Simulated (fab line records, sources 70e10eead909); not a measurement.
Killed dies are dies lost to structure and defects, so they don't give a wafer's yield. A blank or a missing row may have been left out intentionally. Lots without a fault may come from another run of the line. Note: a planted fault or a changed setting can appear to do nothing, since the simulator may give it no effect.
fab line records | flow nand-harc
[record] lots = 12 | wafers = 36 | last-day = 32
route steps=1302 shown A_CHANNEL_HOLE_D1@477 A_CHANNEL_FILL_D1@496 END@1302
lots that met no fault: taken from a fault-free run of the same line
start-h: start of the lot's first displayed wafer, in hours after the record's first day | wait-h: hours since the lot's step before | " the same as in the row above | L1.1+2: several wafers, shown together as one row | - either no value or no given start | * or withheld: withheld | < > ~ a bound
route shown NAME@n: NAME is a module with steps in the file, n the number in the route of the first one | usual: mean and standard deviation over wafers with no fault | same: alike in all rows | chamber/n: place in a boat | sites: each site's reading | _std_site: the values' standard deviation | _edge_site: inner sites' mean taken away from outer sites' mean | radius-mm: how far each site lies from the wafer's centre | mask NAME#n: copy n | behind: the most recent tool/chamber to have shaped the wafer | hold: why the lot went on hold/how many hours it stayed there/how the hold came to an end | device: the n, p or np transistor that did not switch | end of line: tests run on the same wafers once the route is complete | for a step that has no rows: nothing shown but its recipe | killed: the dies lost at the first sort to structure and to defects; this is not the yield of the wafer | map: the dies of a wafer, with x for killed, . for not killed, _ for no die there
set.NAME: the setting the step ran with; set.NAME@STEP: the setting that earlier step ran with | model.NAME: the simulator's own value behind a step, which no gauge read
one table for each step of the route and one row for each wafer, over a sample of lots
services: from which hour (start-h, from the record's first day; less than 0 if before it) a tool's chamber was out of use, for how many hours, and why
[[steps]]
[step NHARC_A_CHANNEL_HOLE_D1_ETCH_25]
[recipe] bias-v = 5000 | source-w = withheld | pressure-mtorr = 20 | time-s = 1040.2 | ar-flow-sccm = 375 | c4f8-flow-sccm = 93.8 | o2-flow-sccm = 31.2 | temp-c = -20 | target-depth-a = 15000 | chemistry = C4F8/O2/Ar
[usual] chamber-pressure-mTorr = 20.000/0.019 | drypump-motor-current-A = 5.3/0.62 | showerhead-plenum-p-Torr = 3.65/0.095 | throttle-valve-pct = 32.233/0.009
lot.wafer | tool        | chamber | start-h | wait-h | chamber-pressure-mTorr | drypump-motor-current-A | rf-hours-counter-h | showerhead-plenum-p-Torr | throttle-valve-pct
L738.1    | har-etch-01 | 1       | 196.16  | 0.6    | 20.008                 | 6.2                     | 91                 | 3.59                     | 32.228
L738.2    | "           | 0       | "       | "      | 19.998                 | 5.6                     | 91                 | 3.72                     | 32.242
L738.5    | "           | 0       | "       | "      | 20.017                 | 5.6                     | -                  | 3.72                     | 32.230
L739.1    | har-etch-02 | 1       | 206.44  | 0.6    | 19.991                 | 4.7                     | 304                | 3.76                     | 32.242
L739.3    | "           | 1       | "       | "      | 20.019                 | 4.7                     | -                  | 3.76                     | 32.222
L739.5    | "           | 1       | "       | "      | 19.994                 | 4.6                     | -                  | 3.76                     | 32.242
L741.1    | har-etch-02 | 0       | 217.40  | 0.6    | 20.008                 | 4.9                     | 312                | 3.58                     | 32.242
L741.2    | "           | 1       | "       | "      | 19.982                 | 4.7                     | 312                | 3.75                     | 32.225
L741.4    | "           | 1       | "       | "      | 19.970                 | 4.7                     | -                  | 3.75                     | 32.227
L740.2    | har-etch-01 | 0       | 219.74  | 0.6    | 20.006                 | 5.6                     | 106                | 3.71                     | 32.237
L740.1    | "           | 1       | "       | "      | 20.007                 | 6.2                     | 106                | 3.58                     | 32.234
L740.6    | "           | 0       | "       | "      | 20.004                 | 5.6                     | -                  | 3.71                     | 32.238
L743.2    | har-etch-02 | 1       | 241.93  | 0.6    | 20.014                 | 4.7                     | 327                | 3.74                     | 32.233
L743.4    | "           | 1       | "       | "      | 19.983                 | 4.6                     | -                  | 3.74                     | 32.221
L743.5    | "           | 0       | "       | "      | 20.000                 | 4.9                     | -                  | 3.58                     | 32.236
L744.4    | har-etch-01 | 1       | 250.53  | 0.7    | 19.990                 | 6.2                     | -                  | 3.57                     | 32.235
L744.3    | "           | 0       | "       | "      | 20.027                 | 5.6                     | -                  | 3.71                     | 32.239
L744.6    | "           | 1       | "       | "      | 20.012                 | 6.2                     | -                  | 3.57                     | 32.244
L746.1    | har-etch-02 | 1       | 282.69  | 0.7    | 19.978                 | 4.7                     | 354                | 3.73                     | 32.225
L746.5    | "           | 0       | "       | "      | 19.996                 | 4.8                     | -                  | 3.57                     | 32.247
L746.6    | "           | 1       | "       | "      | 20.012                 | 4.7                     | -                  | 3.73                     | 32.227
L747.1    | har-etch-01 | 1       | 288.88  | 0.6    | 20.015                 | 6.2                     | 148                | 3.56                     | 32.224
L747.4    | "           | 1       | "       | "      | 19.951                 | 6.2                     | -                  | 3.56                     | 32.215
L747.6    | "           | 1       | "       | "      | 20.003                 | 6.2                     | -                  | 3.56                     | 32.230
L749.1    | har-etch-01 | 1       | 299.92  | 0.6    | 20.031                 | 6.2                     | 156                | 3.55                     | 32.243
L749.2    | "           | 0       | "       | "      | 20.001                 | 5.6                     | 156                | 3.69                     | 32.232
L749.3    | "           | 0       | "       | "      | 20.014                 | 5.6                     | -                  | 3.69                     | 32.234
L753.1    | har-etch-01 | 0       | 344.58  | 0.6    | 19.998                 | 5.6                     | 178                | 3.67                     | 32.235
L753.3    | "           | 1       | "       | "      | 19.986                 | 6.2                     | -                  | 3.54                     | 32.228
L753.6    | "           | 1       | "       | "      | 20.020                 | 6.2                     | -                  | 3.54                     | 32.226
L755.1    | har-etch-01 | 1       | 371.42  | 0.7    | 19.976                 | 6.2                     | 198                | 3.53                     | 32.229
L755.3    | "           | 0       | "       | "      | 19.991                 | 5.6                     | -                  | 3.66                     | 32.245
L755.4    | "           | 1       | "       | "      | 20.014                 | 6.2                     | -                  | 3.53                     | 32.231
L757.4    | har-etch-01 | 1       | 390.98  | 0.7    | 19.975                 | 6.2                     | -                  | 3.52                     | 32.233
L757.3    | "           | 0       | "       | "      | 19.990                 | 5.6                     | -                  | 3.66                     | 32.253
L757.6    | "           | 1       | "       | "      | 19.984                 | 6.2                     | -                  | 3.52                     | 32.236
[step NHARC_A_CHANNEL_HOLE_D1_STRIP_27]
[recipe] o2-flow-sccm = 500 | ar-flow-sccm = 0 | bias-w = 0 | chemistry = O2
[usual] chamber-pressure-mTorr = 60.01/0.056 | drypump-motor-current-A = 5.8/0.63 | oes-product-au = 1.002/0.012 | rf-vpp-V = 57.6/0.84 | showerhead-plenum-p-Torr = 3.44/0.093 | throttle-valve-pct = 17.036/0.0089
lot.wafer | tool        | chamber | start-h | wait-h | chamber-pressure-mTorr | drypump-motor-current-A | oes-product-au | rf-hours-counter-h | rf-vpp-V | showerhead-plenum-p-Torr | throttle-valve-pct
L738.2    | rie-diel-11 | 0       | -       | -      | 59.88                  | 5.5                     | 1.015          | 9                  | 58.1     | 3.37                     | 17.042
L738.1    | "           | 1       | "       | "      | 60.09                  | 6.5                     | 0.994          | 9                  | 58.7     | 3.50                     | 17.043
L738.5    | "           | 0       | "       | "      | 59.98                  | 5.5                     | 1.004          | -                  | 57.4     | 3.37                     | 17.029
L739.3    | rie-diel-11 | 1       | -       | -      | 60.09                  | 6.5                     | 1.008          | 9                  | 58.7     | 3.50                     | 17.027
L739.1    | "           | 0       | "       | "      | 60.04                  | 5.5                     | 1.003          | 10                 | 58.5     | 3.37                     | 17.029
L739.5    | "           | 2       | "       | "      | 60.00                  | 4.8                     | 1.012          | -                  | 56.9     | 3.37                     | 17.017
L741.2    | rie-diel-11 | 3       | -       | -      | 59.96                  | 6.2                     | 1.016          | 12                 | 58.2     | 3.50                     | 17.033
L741.1    | "           | 0       | "       | "      | 59.98                  | 5.5                     | 1.019          | 11                 | 56.3     | 3.37                     | 17.029
L741.4    | "           | 1       | "       | "      | 60.08                  | 6.5                     | 0.995          | 11                 | 57.9     | 3.50                     | 17.042
L740.1    | rie-diel-11 | 3       | -       | -      | 59.95                  | 6.2                     | 1.000          | 12                 | 59.1     | 3.50                     | 17.046
L740.2    | "           | 0       | "       | "      | 59.94                  | 5.5                     | 1.009          | 11                 | 57.7     | 3.37                     | 17.035
L740.6    | "           | 3       | "       | "      | 59.91                  | 6.2                     | 1.008          | -                  | 59.2     | 3.50                     | 17.036
L743.4    | rie-diel-04 | 0       | -       | -      | 59.98                  | 5.3                     | 1.004          | 16                 | 56.1     | 3.35                     | 17.036
L743.2    | "           | 2       | "       | "      | 60.01                  | 5.7                     | 1.016          | 17                 | 57.4     | 3.35                     | 17.052
L743.5    | "           | 1       | "       | "      | 60.00                  | 6.6                     | 0.975          | -                  | 58.2     | 3.63                     | 17.034
L744.4    | rie-diel-11 | 3       | -       | -      | 59.98                  | 6.2                     | 0.998          | 14                 | 57.3     | 3.49                     | 17.041
L744.3    | "           | 0       | "       | "      | 59.91                  | 5.5                     | 1.006          | 13                 | 57.3     | 3.36                     | 17.032
L744.6    | "           | 3       | "       | "      | 59.95                  | 6.2                     | 0.996          | -                  | 58.2     | 3.49                     | 17.039
L746.1    | rie-diel-11 | 2       | -       | -      | 60.05                  | 4.8                     | 0.988          | 1                  | 56.1     | 3.36                     | 17.025
L746.6    | "           | 0       | "       | "      | 60.01                  | 5.5                     | 1.023          | -                  | 56.7     | 3.36                     | 17.038
L746.5    | "           | 1       | "       | "      | 60.00                  | 6.5                     | 1.001          | -                  | 57.0     | 3.50                     | 17.055
L747.4    | rie-diel-11 | 0       | -       | -      | 60.05                  | 5.5                     | 1.032          | 2                  | 57.5     | 3.36                     | 17.027
L747.1    | "           | 1       | "       | "      | 60.00                  | 6.5                     | 0.996          | 2                  | 58.4     | 3.50                     | 17.043
L747.6    | "           | 3       | "       | "      | 60.06                  | 6.2                     | 1.015          | -                  | 57.2     | 3.49                     | 17.029
L749.2    | rie-diel-11 | 2       | -       | -      | 59.98                  | 4.8                     | 0.991          | 3                  | 58.2     | 3.36                     | 17.046
L749.1    | "           | 3       | "       | "      | 60.06                  | 6.2                     | 1.013          | 3                  | 57.5     | 3.49                     | 17.025
L749.3    | "           | 0       | "       | "      | 59.99                  | 5.5                     | 1.011          | 4                  | 56.2     | 3.36                     | 17.037
L753.3    | rie-diel-11 | 3       | -       | -      | 59.96                  | 6.2                     | 0.986          | 8                  | 58.8     | 3.49                     | 17.035
L753.1    | "           | 2       | "       | "      | 59.95                  | 4.8                     | 0.982          | 7                  | 57.1     | 3.36                     | 17.029
L753.6    | "           | 0       | "       | "      | 59.91                  | 5.5                     | 1.000          | -                  | 57.3     | 3.36                     | 17.038
L755.3    | rie-diel-11 | 0       | -       | -      | 59.98                  | 5.5                     | 1.024          | 10                 | 58.7     | 3.36                     | 17.034
L755.4    | "           | 2       | "       | "      | 60.05                  | 4.9                     | 1.011          | 8                  | 57.1     | 3.36                     | 17.030
L755.1    | "           | 3       | "       | "      | 60.05                  | 6.2                     | 0.997          | 10                 | 56.2     | 3.49                     | 17.042
L757.4    | rie-diel-11 | 0       | -       | -      | 60.05                  | 5.5                     | 1.006          | 11                 | 56.3     | 3.36                     | 17.035
L757.3    | "           | 1       | "       | "      | 60.06                  | 6.5                     | 0.992          | 12                 | 59.2     | 3.49                     | 17.035
L757.6    | "           | 3       | "       | "      | 59.97                  | 6.2                     | 0.998          | -                  | 58.3     | 3.49                     | 17.032
[step NHARC_A_CHANNEL_FILL_D1_ALD_16]
[recipe] target-thk-a = 15 | pulse-time-s = 10 | ald-cycles = 15 | temp-c = 300 | material = SiO2
[usual] heater-power-w = 454/49 | precursor-pulse-height-rel = 0.999/0.019
lot.wafer | tool      | chamber | start-h | wait-h | heater-power-w | precursor-pulse-height-rel
L738.2    | ald-hk-03 | 2       | 211.57  | 0.0    | 456            | 1.002
L738.1    | "         | 3       | "       | "      | 366            | 1.011
L738.5    | "         | 3       | "       | "      | 371            | 1.010
L739.3    | ald-hk-03 | 3       | 224.74  | 1.9    | 348            | 1.021
L739.1    | "         | 2       | "       | "      | 466            | 1.028
L739.5    | "         | 3       | "       | "      | 347            | 1.010
L741.2    | ald-hk-02 | 3       | 232.63  | 0.0    | 510            | 1.005
L741.1    | "         | 0       | "       | "      | 487            | 0.984
L741.4    | "         | 1       | "       | "      | 421            | 1.010
L740.1    | ald-hk-02 | 2       | 236.51  | 0.1    | 537            | 1.003
L740.2    | "         | 0       | "       | "      | 492            | 0.991
L740.6    | "         | 2       | "       | "      | 520            | 1.020
L743.4    | ald-hk-02 | 3       | 257.25  | 0.0    | 517            | 1.003
L743.2    | "         | 0       | "       | "      | 494            | 1.018
L743.5    | "         | 0       | "       | "      | 489            | 0.987
L744.3    | ald-hk-01 | 0       | 265.40  | 0.0    | 408            | 1.021
L744.4    | "         | 2       | "       | "      | 523            | 0.996
L744.6    | "         | 0       | "       | "      | 404            | 0.993
L746.1    | ald-hk-02 | 3       | 297.87  | 0.1    | 510            | 0.993
L746.5    | "         | 0       | "       | "      | 495            | 1.000
L746.6    | "         | 1       | "       | "      | 413            | 0.965
L747.1    | ald-hk-03 | 1       | 304.04  | 0.0    | 404            | 0.975
L747.4    | "         | 3       | "       | "      | 349            | 1.031
L747.6    | "         | 1       | "       | "      | 395            | 0.979
L749.1    | ald-hk-03 | 1       | 312.85  | 0.0    | 401            | 0.999
L749.3    | "         | 2       | "       | "      | 458            | 1.007
L749.2    | "         | 3       | "       | "      | 353            | 1.022
L753.1    | ald-hk-01 | 1       | 359.93  | 0.2    | 445            | 0.990
L753.3    | "         | 2       | "       | "      | 498            | 0.994
L753.6    | "         | 1       | "       | "      | 457            | 1.001
L755.3    | ald-hk-02 | 2       | 384.47  | 0.0    | 532            | 0.979
L755.1    | "         | 0       | "       | "      | 512            | 1.027
L755.4    | "         | 1       | "       | "      | 421            | 0.989
L757.4    | ald-hk-01 | 3       | 405.87  | 0.1    | 455            | 0.994
L757.3    | "         | 1       | "       | "      | 451            | 0.977
L757.6    | "         | 2       | "       | "      | 500            | 0.979
[step NHARC_A_CHANNEL_FILL_D1_CVD_18]
[recipe] target-thk-a = 30 | temp-c = 550 | material = poly-Si
[usual] spike-tc-lower-C = 550.5/1.4
lot.wafer | tool          | chamber | start-h | wait-h | spike-tc-lower-C
L738.1    | lpcvd-poly-04 | 0       | 221.42  | -      | 549.0
L738.2    | "             | 0       | "       | "      | 550.2
L738.5    | "             | 0       | "       | "      | 549.2
L739.1    | lpcvd-poly-04 | 0       | 234.57  | -      | 550.5
L739.3    | "             | 0       | "       | "      | 550.1
L739.5    | "             | 0       | "       | "      | 549.5
L741.1    | lpcvd-poly-01 | 0       | 242.33  | -      | 551.2
L741.2    | "             | 0       | "       | "      | 550.0
L741.4    | "             | 0       | "       | "      | 550.8
L740.1    | lpcvd-poly-04 | 0       | 247.48  | -      | 551.7
L740.2    | "             | 0       | "       | "      | 550.5
L740.6    | "             | 0       | "       | "      | 550.3
L743.2    | lpcvd-poly-04 | 0       | 268.29  | -      | 549.3
L743.4    | "             | 0       | "       | "      | 550.3
L743.5    | "             | 0       | "       | "      | 551.0
L744.3    | lpcvd-poly-01 | 0       | 275.07  | -      | 551.1
L744.4    | "             | 0       | "       | "      | 550.1
L744.6    | "             | 0       | "       | "      | 548.5
L746.1    | lpcvd-poly-02 | 0       | 307.77  | -      | 552.3
L746.5    | "             | 0       | "       | "      | 552.1
L746.6    | "             | 0       | "       | "      | 553.8
L747.1    | lpcvd-poly-04 | 0       | 314.47  | -      | 550.6
L747.4    | "             | 0       | "       | "      | 550.0
L747.6    | "             | 0       | "       | "      | 551.6
L749.1    | lpcvd-poly-01 | 0       | 322.74  | -      | 549.9
L749.2    | "             | 0       | "       | "      | 548.2
L749.3    | "             | 0       | "       | "      | 550.0
L749.1    | lpcvd-poly-01 | 0       | 324.92  | 0.5    | 550.2
L749.2    | "             | 0       | "       | "      | 551.6
L749.3    | "             | 0       | "       | "      | 549.7
L753.1    | lpcvd-poly-01 | 0       | 370.59  | -      | 550.3
L753.3    | "             | 0       | "       | "      | 550.1
L753.6    | "             | 0       | "       | "      | 548.8
L755.1    | lpcvd-poly-01 | 0       | 396.54  | -      | 550.8
L755.3    | "             | 0       | "       | "      | 549.1
L755.4    | "             | 0       | "       | "      | 549.9
L755.1    | lpcvd-poly-01 | 0       | 399.92  | 1.7    | 549.5
L755.3    | "             | 0       | "       | "      | 550.5
L755.4    | "             | 0       | "       | "      | 549.9
L757.3    | lpcvd-poly-01 | 0       | 416.60  | -      | 549.7
L757.4    | "             | 0       | "       | "      | 548.2
L757.6    | "             | 0       | "       | "      | 549.4
L757.3    | lpcvd-poly-01 | 0       | 418.80  | 0.5    | 550.3
L757.4    | "             | 0       | "       | "      | 550.3
L757.6    | "             | 0       | "       | "      | 551.7
[step NHARC_END_SORT_01]
[recipe] temp-c = 25
[usual] killed-at-array = 52/17 | killed-at-other = 1.2/1.4 | killed-at-periphery = 4.7/2.9 | killed-dies = 58/17 | killed-open = 3.2/1.9 | killed-short = 2.4/1.4
[same] gross-dies = 677
lot.wafer | tool      | chamber | start-h | wait-h | killed-at-array | killed-at-other | killed-at-periphery | killed-dies | killed-open | killed-short
L749.1    | prober-02 | 0       | 668.52  | 2.5    | 672             | 2               | 3                   | 677         | 2           | 3
L749.2    | prober-02 | 0       | 669.32  | 2.8    | 675             | 0               | 2                   | 677         | 3           | 2
L749.3    | prober-02 | 0       | 670.11  | 3.1    | 672             | 0               | 5                   | 677         | 1           | 2
L755.1    | prober-02 | 0       | 764.96  | 2.5    | 673             | 0               | 4                   | 677         | 3           | 3
L755.3    | prober-02 | 0       | 766.54  | 3.1    | 668             | 1               | 8                   | 677         | 1           | 3
L755.4    | prober-02 | 0       | 767.33  | 3.4    | 666             | 3               | 8                   | 677         | 2           | 2
L757.3    | prober-01 | 0       | 771.47  | 3.1    | 675             | 1               | 1                   | 677         | 5           | 0
L757.4    | prober-01 | 0       | 772.27  | 3.4    | 673             | 1               | 3                   | 677         | 4           | 1
L757.6    | prober-01 | 0       | 773.86  | 4.0    | 672             | 1               | 4                   | 677         | 1           | 1
// killed by level:class
L749.1 A_CHANNEL_FILL_D1:area-cvd=632 A_CHANNEL_HOLE_D2:chamber-film-flake=14 A_CONTACT:chamber-film-flake=9 A_WL_FILL:chamber-film-flake=5 A_CHANNEL_HOLE_D1:chamber-film-flake=4 A_STAIRCASE:chamber-film-flake=2 A_SLIT:chamber-film-flake=2 THIN_TSV:chamber-film-flake=2
L749.2 A_CHANNEL_FILL_D1:area-cvd=634 A_CHANNEL_HOLE_D2:chamber-film-flake=15 A_CHANNEL_HOLE_D1:chamber-film-flake=8 A_STAIRCASE:chamber-film-flake=3 A_SLIT:chamber-film-flake=3 A_WL_FILL:chamber-film-flake=3 A_CONTACT:chamber-film-flake=3 P_GATE:geometric-particle:open=1
L749.3 A_CHANNEL_FILL_D1:area-cvd=630 A_CHANNEL_HOLE_D2:chamber-film-flake=13 A_CONTACT:chamber-film-flake=10 A_CHANNEL_HOLE_D1:chamber-film-flake=9 A_WL_FILL:chamber-film-flake=5 P_CONTACT:chamber-film-flake=2 P_STI:chamber-film-flake=2 A_SLIT:chamber-film-flake=2
L755.1 A_CHANNEL_FILL_D1:area-cvd=636 A_CHANNEL_HOLE_D1:chamber-film-flake=12 A_CONTACT:chamber-film-flake=10 A_SLIT:chamber-film-flake=4 A_WL_FILL:chamber-film-flake=4 P_BONDPAD:chamber-film-flake=3 A_ONON_D1:geometric-particle:open=2 A_STAIRCASE:chamber-film-flake=2
L755.3 A_CHANNEL_FILL_D1:area-cvd=643 A_CHANNEL_HOLE_D1:chamber-film-flake=12 A_CONTACT:chamber-film-flake=6 P_BONDPAD:chamber-film-flake=5 A_SLIT:chamber-film-flake=3 P_M0:geometric-particle:short=1 A_CHANNEL_FILL_D1:geometric-particle:open=1 A_ONON_D2:geometric-particle:short=1
L755.4 A_CHANNEL_FILL_D1:area-cvd=632 A_CHANNEL_HOLE_D1:chamber-film-flake=13 P_BONDPAD:chamber-film-flake=6 A_SLIT:chamber-film-flake=6 A_CONTACT:chamber-film-flake=5 A_ZERO_WELL:chamber-film-flake=2 A_DECK1_JOINT:chamber-film-flake=2 A_STAIRCASE:chamber-film-flake=2
L757.3 A_CHANNEL_FILL_D1:area-cvd=596 A_SLIT:chamber-film-flake=28 A_CHANNEL_HOLE_D2:chamber-film-flake=20 A_CHANNEL_HOLE_D1:chamber-film-flake=13 A_BLC:chamber-film-flake=6 A_CONTACT:chamber-film-flake=5 A_STAIRCASE:chamber-film-flake=3 P_M0:geometric-particle:open=1
L757.4 A_CHANNEL_FILL_D1:area-cvd=596 A_SLIT:chamber-film-flake=33 A_CHANNEL_HOLE_D2:chamber-film-flake=18 A_CONTACT:chamber-film-flake=13 A_CHANNEL_HOLE_D1:chamber-film-flake=5 A_STAIRCASE:chamber-film-flake=3 P_CONTACT:geometric-particle:open=1 A_CHANNEL_FILL_D1:geometric-particle:short=1
L757.6 A_CHANNEL_FILL_D1:area-cvd=633 A_SLIT:chamber-film-flake=15 A_CHANNEL_HOLE_D2:chamber-film-flake=7 A_CONTACT:chamber-film-flake=7 A_CHANNEL_HOLE_D1:chamber-film-flake=4 P_ZERO_WELL:chamber-film-flake=2 A_STAIRCASE:chamber-film-flake=2 A_SLIT:geometric-particle:open=1
[[services]]
tool          | chamber | start-h | hours | kind
ald-hk-02     | -       | 172.68  | 10.0  | pm
rie-diel-04   | -       | 178.68  | 9.0   | pm
rie-diel-11   | 0       | 185.52  | -     | clean
rie-diel-11   | 1       | 185.52  | -     | clean
rie-diel-11   | 2       | 185.52  | -     | clean
rie-diel-11   | 3       | 185.52  | -     | clean
ald-hk-03     | -       | 206.80  | 2.8   | repair
lpcvd-poly-02 | -       | 208.72  | 26.0  | pm
ald-hk-03     | -       | 214.31  | 10.0  | pm
rie-diel-11   | 1       | 222.13  | 6.3   | repair
rie-diel-11   | -       | 255.51  | 9.0   | pm
rie-diel-11   | 2       | 277.51  | 4.8   | repair
ald-hk-01     | -       | 298.33  | 10.0  | pm
rie-diel-04   | 3       | 320.44  | 3.2   | repair
rie-diel-04   | -       | 332.47  | 2.3   | repair
ald-hk-02     | -       | 350.68  | 10.0  | pm
rie-diel-11   | 2       | 350.93  | 13.2  | repair
lpcvd-poly-04 | -       | 355.61  | 4.3   | repair
rie-diel-04   | -       | 355.68  | 9.0   | pm
har-etch-02   | -       | 377.00  | 17.0  | pm
rie-diel-11   | 0       | 377.43  | 8.8   | repair
rie-diel-04   | 2       | 384.20  | 2.6   | repair
rie-diel-11   | -       | 388.55  | 0.5   | repair
ald-hk-03     | -       | 392.31  | 10.0  | pm
[[key]]
[first-sign] step = NHARC_A_CHANNEL_FILL_D1_CVD_18 | reading = visit | direction = added
[effect] step = NHARC_END_SORT_01 | reading = killed-at-array | direction = up | sigmas = 37 | usual = 52 | struck = 672
[more-kills-born-at] NHARC_A_CHANNEL_FILL_D1_CVD_18@lpcvd-poly-01 = 5632
met-at NHARC_A_CHANNEL_FILL_D1_CVD_18
struck-lots L749,L755,L757
later-rows-left-out L749.1,L749.2,L749.3,L755.1,L755.3,L755.4,L757.3,L757.4,L757.6
tester-left-out L749,L755,L757
not-acting-at NHARC_A_CHANNEL_HOLE_D1_ETCH_25,NHARC_A_CHANNEL_HOLE_D1_STRIP_27,NHARC_A_CHANNEL_FILL_D1_ALD_16
[fault] kind = repeated-step-whole | tool = lpcvd-poly-01,lpcvd-poly-02,lpcvd-poly-04 | chamber = - | onset-h = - | steps = NHARC_A_CHANNEL_FILL_D1_CVD_18 | times = 1 | scope = struck-lots-only
// tester-left-out: of these lots the tester's yield and bins aren't shown, on N5 and GAA mostly nor the transistor test; their killed dies are dies lost to structure and defects alone, not to doping, threshold or leakage, so they don't give the yield
// later-rows-left-out: the simulator's readings of these wafers behind a module that went badly wrong aren't trusted and aren't shown, but for the sort
